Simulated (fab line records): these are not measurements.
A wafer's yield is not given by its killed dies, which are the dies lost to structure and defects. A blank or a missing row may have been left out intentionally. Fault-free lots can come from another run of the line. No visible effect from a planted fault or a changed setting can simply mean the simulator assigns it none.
fab line records	flow n5-finfet
[record] lots = 8	wafers = 24	last-day = 18
route steps=1938 shown HKMG_FIN@442 BEOL_M4@1111 PASSIVATION@1936
lots that met no fault: taken from a fault-free run of the same line
start-h: hours from the record's opening day to when the first of the lot's shown wafers began	wait-h: how many hours have passed since the lot's step before this one	" the same as in the row above	L1.1+2: a row that stands for several wafers	- no value present, or no start provided	* or withheld: withheld	< > ~ a bound
route shown NAME@n: a module of which the file shows steps, and the number in the route of the first	usual: mean and standard deviation over wafers with no fault	same: alike in all rows	chamber/n: place in a boat	sites: readings site by site	_std_site: standard deviation across them	_edge_site: inner sites' mean taken away from outer sites' mean	radius-mm: for every site, how far away it sits from the centre of the wafer	mask NAME#n: copy n	behind: the tool/chamber that last shaped the wafer	hold: cause of the lot's hold/its duration in hours/its outcome	device: which transistor (n, p or np) failed to switch	end of line: tests run on the same wafers once the route is complete	where a step has no rows: the recipe by itself	killed: the dies lost at the first sort to structure and to defects; this is not the yield of the wafer	map: a wafer's dies, marking killed ones x, the rest . and places with no die _
set.NAME: setting as actually run; set.NAME@STEP: the setting as run at that earlier step	model.NAME: the simulator's own value behind a step, which no gauge read
one table for each step of the route and one row for each wafer, over a sample of lots
services: when a tool's chamber went out of use (start-h, in hours from the record's first day, below 0 if earlier), for how many hours, and the reason
[[steps]]
[step N5_HKMG_FIN_ALD_91]
[recipe] material = TiN	target-thk-a = 10	temp-c = 400	ald-precursor-family = TiCl4	ald-co-reactant = NH3	pulse-time-s = 1	purge-time-s = 3	co-reactant-purge-time-s = 2	co-reactant-pulse-time-s = 2	ald-cycles = 47	pressure-torr = 3
[usual] ald-cycles = 47/0	heater-power-w = 883/99	precursor-pulse-height-rel = 1.001/0.022
lot.wafer	tool	chamber	start-h	wait-h	ald-cycles	heater-power-w	precursor-pulse-height-rel
L899.2	ald-metal-02	3	94.41	0.3	47	891	0.989
L899.3	"	2	"	"	47	929	1.018
L899.6	"	1	"	"	47	865	1.001
L900.2	ald-metal-01	3	101.73	0.3	47	713	0.971
L900.5	"	3	"	"	47	712	0.995
L900.6	"	0	"	"	47	702	0.983
L901.3	ald-metal-02	3	107.96	0.1	47	871	1.019
L901.4	"	2	"	"	47	938	0.974
L901.6	"	0	"	"	47	1068	1.018
L902.1	ald-metal-03	2	111.56	0.3	47	941	1.024
L902.2	"	1	"	"	47	850	1.026
L902.6	"	1	"	"	47	881	1.017
L905.1	ald-metal-03	1	134.96	0.3	47	872	1.013
L905.3	"	2	"	"	47	953	0.987
L905.5	"	2	"	"	47	945	1.007
L908.1	ald-metal-03	0	152.81	0.3	47	802	0.969
L908.4	"	3	"	"	47	880	1.027
L908.5	"	0	"	"	47	833	0.997
L910.1	ald-metal-01	3	160.15	0.3	47	711	0.976
L910.2	"	0	"	"	47	714	0.968
L910.5	"	0	"	"	47	700	0.979
L918.1	ald-metal-01	1	205.63	0.3	47	835	0.998
L918.2	"	3	"	"	40	697	1.019
L918.3	"	0	"	"	47	692	0.977
[step N5_HKMG_FIN_ETCH_86]
[recipe] chemistry = N2/H2	target = SOC	target-depth-a = 3932	stop-on = TiN	ion-energy-ev = 100	bias-w = 61	pressure-mtorr = 30	source-w = 850	n2-flow-sccm = 200	h2-flow-sccm = 200
[usual] drypump-motor-current-A = 5.9/0.35	oes-product-au = 0.79/0.086	rf-vpp-V = 241.1/1.7	showerhead-plenum-p-Torr = 2.57/0.12	throttle-valve-pct = 17.78/0.2
lot.wafer	tool	chamber	start-h	wait-h	drypump-motor-current-A	oes-product-au	rf-hours-counter-h	rf-vpp-V	showerhead-plenum-p-Torr	throttle-valve-pct
L899.2	rie-diel-04	2	94.75	-	6.1	0.91	24	241.3	2.49	17.89
L899.3	"	3	"	"	6.0	0.74	170	241.6	2.53	17.73
L899.6	"	1	"	"	6.1	0.75	-	240.0	2.42	17.63
L900.2	rie-diel-02	1	102.07	-	5.5	0.84	54	242.2	2.69	17.63
L900.5	"	2	"	"	6.4	0.67	-	239.9	2.52	18.06
L900.6	"	3	"	"	5.9	0.76	-	241.7	2.65	17.69
L901.3	rie-diel-04	2	108.48	-	6.1	0.90	31	240.2	2.49	17.89
L901.4	"	3	"	"	6.0	0.74	175	241.2	2.53	17.74
L901.6	"	1	"	"	6.1	0.73	-	239.5	2.42	17.63
L902.1	rie-diel-02	1	111.90	-	5.5	0.84	59	242.6	2.69	17.63
L902.2	"	3	"	"	5.9	0.75	164	241.7	2.65	17.72
L902.6	"	1	"	"	5.5	0.84	-	241.4	2.69	17.64
L905.1	rie-diel-02	2	135.30	-	6.4	0.67	230	241.7	2.51	18.08
L905.3	"	0	"	"	5.3	0.87	23	241.3	2.71	17.53
L905.5	"	1	"	"	5.5	0.83	-	243.1	2.68	17.66
L908.1	rie-diel-05	3	153.16	-	6.4	0.70	230	241.3	2.62	18.09
L908.4	"	0	"	"	5.5	0.76	156	242.1	2.65	17.63
L908.5	"	3	"	"	6.4	0.70	-	243.2	2.62	18.09
L910.1	rie-diel-04	1	160.49	-	6.1	0.72	203	238.6	2.41	17.68
L910.2	"	0	"	"	6.4	0.88	37	244.3	2.69	17.54
L910.5	"	1	"	"	6.1	0.72	-	238.6	2.41	17.67
L918.1	rie-diel-05	2	205.97	-	5.8	0.89	20	242.4	2.71	17.66
L918.2	"	3	"	"	6.3	0.69	246	241.8	2.61	18.12
L918.3	"	1	"	"	5.4	0.73	145	237.8	2.34	18.00
[step N5_HKMG_FIN_STRIP_88]
[recipe] chemistry = N2/H2	power-w = 2500	temp-c = 300	h2-frac = 0.65	time-s = 360	pressure-mtorr = withheld	n2-flow-sccm = 1750	h2-flow-sccm = 3250
[usual] drypump-motor-current-A = 5.34/0.25	heater-power-w = 486/23	temp-c = 299.97/0.2
lot.wafer	tool	chamber	start-h	wait-h	drypump-motor-current-A	heater-power-w	rf-hours-counter-h	temp-c
L899.2	plasma-asher-02	1	95.00	0.0	5.53	489	37	300.05
L899.3	"	1	"	"	5.51	510	-	300.11
L899.6	"	0	"	"	5.25	474	-	299.77
L900.2	plasma-asher-02	1	102.31	0.0	5.52	501	39	300.20
L900.5	"	1	"	"	5.52	500	-	300.01
L900.6	"	0	"	"	5.25	469	-	300.02
L901.3	plasma-asher-02	1	108.85	0.1	5.53	505	-	300.17
L901.4	"	0	"	"	5.20	473	-	300.24
L901.6	"	0	"	"	5.20	472	-	299.92
L902.1	plasma-asher-02	1	112.15	0.0	5.51	506	41	300.06
L902.2	"	0	"	"	5.25	482	41	299.83
L902.6	"	0	"	"	5.22	475	-	300.02
L905.1	plasma-asher-01	0	135.56	0.0	5.02	466	98	299.99
L905.3	"	0	"	"	5.00	457	-	300.02
L905.5	"	0	"	"	5.02	465	-	300.43
L908.1	plasma-asher-02	0	153.41	0.0	5.22	458	49	300.01
L908.4	"	0	"	"	5.19	460	-	299.84
L908.5	"	1	"	"	5.51	511	-	300.33
L910.1	plasma-asher-02	1	160.74	0.0	5.52	505	51	300.24
L910.2	"	0	"	"	5.21	482	51	300.14
L910.5	"	0	"	"	5.20	467	-	299.94
L918.1	plasma-asher-01	0	206.23	0.0	5.01	460	112	299.69
L918.2	"	1	"	"	5.62	495	112	299.63
L918.3	"	0	"	"	5.02	460	-	300.02
[step N5_HKMG_FIN_STRIP_90]
[recipe] chemistry = N2/H2	material = SOC	time-s = 20	power-w = 500	temp-c = 40	pressure-mtorr = 50	rf-frequency-hz = 6e+07	bias-power-w = 8	h2-frac = 0.5	n2-flow-sccm = 300	h2-flow-sccm = 300
[usual] drypump-motor-current-A = 6.0/0.34	oes-product-au = 0.80/0.082	rf-vpp-V = 54.2/0.85	showerhead-plenum-p-Torr = 3.39/0.14	temp-c = 40.02/0.11	throttle-valve-pct = 18.99/0.21
lot.wafer	tool	chamber	start-h	wait-h	drypump-motor-current-A	oes-product-au	rf-hours-counter-h	rf-vpp-V	showerhead-plenum-p-Torr	temp-c	throttle-valve-pct
L899.2	rie-diel-04	0	95.88	0.0	6.4	0.93	15	53.6	3.56	40.13	18.92
L899.3	"	1	"	"	6.1	0.75	180	53.3	3.20	40.21	18.79
L899.6	"	2	"	"	6.1	0.91	-	52.3	3.29	39.66	19.11
L900.2	rie-diel-02	0	103.20	0.0	5.3	0.92	10	54.2	3.58	40.06	18.71
L900.5	"	3	"	"	5.9	0.75	-	53.6	3.49	40.06	19.08
L900.6	"	0	"	"	5.3	0.92	-	56.0	3.58	40.12	18.72
L901.3	rie-diel-02	3	109.72	0.0	5.9	0.75	164	54.9	3.49	40.10	19.10
L901.4	"	0	"	"	5.3	0.91	14	54.3	3.57	40.08	18.73
L901.6	"	0	"	"	5.3	0.91	-	54.7	3.57	40.25	18.71
L902.1	rie-diel-05	3	113.03	0.0	6.4	0.72	215	54.2	3.47	39.97	19.42
L902.2	"	0	"	"	5.5	0.78	141	53.7	3.50	40.06	18.70
L902.6	"	0	"	"	5.5	0.77	-	54.1	3.50	40.05	18.68
L905.1	rie-diel-05	1	136.44	0.0	5.4	0.76	125	51.6	3.11	40.00	19.18
L905.3	"	3	"	"	6.3	0.71	224	55.0	3.46	40.02	19.43
L905.5	"	0	"	"	5.5	0.77	-	55.3	3.49	40.01	18.73
L908.1	rie-diel-02	3	154.29	0.0	5.9	0.74	178	54.9	3.49	40.14	19.13
L908.4	"	0	"	"	5.3	0.88	30	54.6	3.56	40.31	18.74
L908.5	"	1	"	"	5.5	0.83	-	55.3	3.53	40.00	18.77
L910.1	rie-diel-04	2	161.67	0.0	6.1	0.87	50	53.7	3.28	40.06	19.15
L910.2	"	0	"	"	6.4	0.91	38	54.5	3.55	39.97	18.94
L910.5	"	1	"	"	6.1	0.73	-	53.5	3.19	40.29	18.80
L918.1	rie-diel-04	1	207.12	0.0	6.1	0.71	222	53.4	3.18	39.91	18.85
L918.2	"	0	"	"	6.4	0.89	53	55.2	3.54	40.19	18.96
L918.3	"	2	"	"	6.1	0.83	68	54.2	3.27	39.93	19.18
[step N5_BEOL_M4_RC_MEAS_101]
[usual] DIBL_N = 35.9/1.3	DIBL_P = 35.9/1.5	IOFF_N = 0.152/0.023	IOFF_N_85C = 3.0/0.37	IOFF_N_LIN = 0.071/0.0087	IOFF_N_LONG = 5.52e-05/2e-06	IOFF_P = 0.204/0.027	ION_N = 673/9.2	ION_P = 462/6.7	SS_N = 71.4/0.48	SS_P = 73.2/0.55	VT_N = 250.3/2.6	VT_N_LONG = 274.9/1.7	VT_N_LVT = 98.5/2.9	VT_P = -250.6/3	VT_P_LVT = -99.1/2.4
lot.wafer	tool	chamber	start-h	wait-h	DIBL_N[mV/V]	DIBL_P[mV/V]	IOFF_N[nA/um]	IOFF_N_85C[nA/um]	IOFF_N_LIN[nA/um]	IOFF_N_LONG[nA/um]	IOFF_P[nA/um]	ION_N[uA/um]	ION_P[uA/um]	SS_N[mV/dec]	SS_P[mV/dec]	VT_N[mV]	VT_N_LONG[mV]	VT_N_LVT[mV]	VT_P[mV]	VT_P_LVT[mV]
L901.3	prober-01	0	208.75	0.3	36.4	35.8	0.154	3.0	0.070	5.38e-05	0.200	679	463	72.0	73.5	249.3	275.3	98.8	-250.5	-98.0
L901.4	"	0	"	"	37.3	37.5	0.167	3.2	0.075	5.2e-05	0.220	662	460	71.9	74.8	248.3	275.4	98.3	-250.0	-99.2
L901.6	"	0	"	"	35.5	35.5	0.135	2.7	0.065	5.34e-05	0.189	666	463	71.7	72.9	249.8	276.3	99.9	-253.4	-99.8
L899.2	prober-02	0	210.39	0.2	36.5	37.3	0.167	3.2	0.078	5.51e-05	0.198	677	461	70.8	74.3	249.8	273.0	96.0	-253.7	-101.4
L899.3	"	0	"	"	35.0	36.3	0.150	2.9	0.072	5.45e-05	0.182	679	452	71.0	73.0	252.0	275.3	98.3	-254.3	-102.0
L899.6	"	0	"	"	36.1	37.1	0.163	3.1	0.077	5.48e-05	0.197	680	462	71.5	73.2	248.3	273.4	96.5	-251.2	-101.3
L900.2	prober-01	0	213.20	0.2	36.6	36.6	0.135	2.8	0.067	5.21e-05	0.175	670	456	71.2	72.8	253.0	277.8	102.9	-253.4	-103.9
L900.5	"	0	"	"	35.3	34.7	0.122	2.6	0.061	5.25e-05	0.159	676	453	70.6	72.6	253.1	278.3	103.6	-254.0	-103.6
L900.6	"	0	"	"	37.3	38.1	0.162	3.3	0.078	5.22e-05	0.214	685	469	71.8	73.6	251.9	278.7	99.1	-250.3	-100.5
L902.1	prober-02	0	230.87	0.0	36.6	35.2	0.144	2.9	0.067	5.29e-05	0.217	665	462	71.6	73.5	252.7	278.2	102.6	-248.6	-99.7
L902.2	"	0	"	"	37.2	36.9	0.167	3.3	0.077	5.35e-05	0.244	671	464	72.1	74.2	248.3	273.0	99.4	-249.5	-98.5
L902.6	"	0	"	"	36.1	34.5	0.141	2.9	0.065	5.35e-05	0.198	659	449	71.9	72.5	253.3	274.4	102.8	-251.8	-102.0
L908.1	prober-01	0	249.16	0.0	34.3	33.5	0.154	3.1	0.073	5.71e-05	0.211	683	472	71.5	72.7	248.0	272.8	96.0	-249.9	-94.9
L908.4	"	0	"	"	35.1	33.7	0.163	3.2	0.076	5.78e-05	0.210	681	463	71.7	73.3	248.1	275.0	95.0	-249.2	-95.1
L908.5	"	0	"	"	34.8	34.6	0.161	3.2	0.077	5.62e-05	0.225	679	470	71.2	74.5	249.0	273.5	95.4	-248.3	-94.7
L905.1	prober-02	0	267.07	0.0	35.7	35.5	0.134	2.7	0.065	5.68e-05	0.188	669	455	71.1	72.7	249.5	274.1	100.5	-249.6	-99.4
L905.3	"	0	"	"	35.0	35.2	0.127	2.6	0.063	5.55e-05	0.198	665	460	70.7	72.8	251.2	274.7	100.0	-248.8	-98.0
L905.5	"	0	"	"	35.9	36.2	0.143	2.9	0.070	5.62e-05	0.209	681	461	71.7	73.8	248.9	274.9	97.3	-248.1	-96.9
L910.1	prober-01	0	271.93	0.0	33.9	35.3	0.152	3.0	0.072	5.79e-05	0.208	688	474	71.3	72.8	248.7	273.3	98.2	-248.8	-98.5
L910.2	"	0	"	"	34.1	36.2	0.156	3.1	0.075	5.72e-05	0.231	682	474	71.0	73.3	250.0	275.1	97.3	-245.6	-97.3
L910.5	"	0	"	"	33.2	34.6	0.136	2.7	0.067	5.79e-05	0.201	681	471	70.4	72.7	250.0	276.1	99.6	-249.4	-98.5
L918.1	prober-01	0	331.94	0.0	41.0	40.4	0.248	4.6	0.106	5.47e-05	0.306	686	469	72.2	74.8	245.1	271.4	93.8	-245.4	-96.0
L918.2	"	0	"	"	37.6	35.8	0.297	5.4	0.138	8.93e-05	0.176	706	450	72.2	73.7	233.8	255.8	81.0	-258.0	-106.4
L918.3	"	0	"	"	38.4	36.5	0.177	3.4	0.080	5.39e-05	0.238	669	455	71.4	74.4	249.1	276.6	97.9	-249.1	-98.8
[step N5_PASSIVATION_PROBE_49]
[usual] defect-limited-yield = 91.0/1.5	killed_at_M0_to_M3 = 37/12	killed_at_M4_up = 13/5	killed-at-contacts = 13/6.1	killed-at-front-end = 39/11	killed-at-other = 4/3.2	killed-dies = 106/17	killed-open = 69/12	killed-short = 35/7.9	sort_bin_4_leakage = 0.00/0.007	sort_bin_5_function = 5.3/1	sort_bin_6_memory = 3.3/0.68	sort-n-pass = 1074/17	sort-yield-pct = 91.0/1.5
[same] gross-dies = 1180	killed-at-back-side = 0	sort_bin_8_speed[%] = 0
lot.wafer	tool	chamber	start-h	wait-h	defect-limited-yield[%]	killed_at_M0_to_M3	killed_at_M4_up	killed-at-contacts	killed-at-front-end	killed-at-other	killed-dies	killed-open	killed-short	sort_bin_4_leakage[%]	sort_bin_5_function[%]	sort_bin_6_memory[%]	sort-n-pass	sort-yield-pct[%]
L918.1	prober-01	-	440.72	0.0	88.6	63	10	7	45	10	135	88	45	0.08	6.3	4.5	1044	88.5
L918.2	prober-01	-	440.77	0.1	90.0	45	9	5	49	10	118	73	45	1.10	5.1	4.7	1049	88.9
L918.3	prober-01	-	440.82	0.1	91.4	23	15	12	44	7	101	58	39	0	5.3	2.7	1079	91.4
// killed by level:class
L918.1 BEOL_M3:geometric-particle:open=17 STI_FIN_REVEAL:geometric-particle:open=14 BEOL_M0_SAQP:geometric-particle:open=11 BEOL_M2:geometric-particle:open=11 BEOL_M0_SAQP:geometric-particle:short=9 FIN_SAQP:geometric-particle:short=8 MOL_CONTACT_COAG:geometric-particle:open=5 BEOL_M3:geometric-particle:short=5
L918.2 BEOL_M3:geometric-particle:open=13 STI_FIN_REVEAL:geometric-particle:open=12 FIN_SAQP:geometric-particle:open=11 FIN_SAQP:geometric-particle:short=10 BEOL_M0_SAQP:geometric-particle:short=9 BEOL_M2:geometric-particle:open=8 BEOL_M0_SAQP:geometric-particle:open=6 BEOL_M4:geometric-particle:open=5
L918.3 MOL_CONTACT_COAG:geometric-particle:open=10 STI_FIN_REVEAL:geometric-particle:open=10 BEOL_M4:geometric-particle:open=8 FIN_SAQP:geometric-particle:short=7 BEOL_M0_SAQP:geometric-particle:short=7 FIN_SAQP:geometric-particle:open=6 BEOL_M0_SAQP:geometric-particle:open=6 BEOL_M2:geometric-particle:open=5
[[services]]
tool	chamber	start-h	hours	kind
rie-diel-02	-	85.35	0.4	repair
ald-metal-01	3	91.81	9.8	repair
ald-metal-01	-	100.38	0.9	repair
rie-diel-05	2	108.52	-	clean
rie-diel-05	2	108.52	-	consumable-replace:focus-ring
rie-diel-05	2	108.52	-	consumable-replace:showerhead
rie-diel-05	2	108.52	29.3	scheduled-down
rie-diel-05	2	108.52	29.3	vent-cycle
rie-diel-02	2	113.74	6.6	repair
ald-metal-01	-	131.81	8.7	pm
ald-metal-03	-	163.31	12.9	repair
rie-diel-02	2	193.76	-	clean
rie-diel-02	2	193.76	-	consumable-replace:focus-ring
rie-diel-02	2	193.76	21.7	scheduled-down
rie-diel-02	2	193.76	21.7	vent-cycle
[[key]]
[first-sign] step = N5_HKMG_FIN_ALD_91	reading = ald-cycles	direction = down	sigmas = 99+	usual = *	struck = *
[effect] step = N5_BEOL_M4_RC_MEAS_101	reading = IOFF_N_LONG	direction = up	sigmas = 17	usual = 5.52e-05	struck = 8.93e-05
[effect] step = N5_BEOL_M4_RC_MEAS_101	reading = VT_N_LONG	direction = down	sigmas = 11	usual = 274.9	struck = 255.8
[effect] step = N5_BEOL_M4_RC_MEAS_101	reading = IOFF_N_LIN	direction = up	sigmas = 7.7	usual = 0.071	struck = 0.138
[effect] step = N5_BEOL_M4_RC_MEAS_101	reading = IOFF_N_85C	direction = up	sigmas = 6.4	usual = 3.0	struck = 5.4
[effect] step = N5_BEOL_M4_RC_MEAS_101	reading = IOFF_N	direction = up	sigmas = 6.3	usual = 0.152	struck = 0.297
[effect] step = N5_BEOL_M4_RC_MEAS_101	reading = VT_N	direction = down	sigmas = 6.3	usual = 250.3	struck = 233.8
[effect] step = N5_BEOL_M4_RC_MEAS_101	reading = VT_N_LVT	direction = down	sigmas = 6	usual = 98.5	struck = 81.0
[effect] step = N5_BEOL_M4_RC_MEAS_101	reading = ION_N	direction = up	sigmas = 3.6	usual = 673	struck = 706
[effect] step = N5_BEOL_M4_RC_MEAS_101	reading = VT_P_LVT	direction = down	sigmas = 3	usual = -99.1	struck = -106.4
[effect] step = N5_PASSIVATION_PROBE_49	reading = sort_bin_4_leakage	direction = up	sigmas = 13	usual = 0.00	struck = 1.10
met-at N5_HKMG_FIN_ALD_91
struck-lots L918
struck-wafers L918.2
not-acting-at N5_HKMG_FIN_ETCH_86,N5_HKMG_FIN_STRIP_88,N5_HKMG_FIN_STRIP_90
onset-between 160.15 205.63
[fault] kind = process-parameter-drift	tool = ald-metal-01	chamber = -	onset-h = 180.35	steps = N5_HKMG_FIN_ALD_91	channel = ald-cycles	offset = *	shape = step	end-h = 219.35	scope = struck-wafers-only	acts-in = *	stated = *
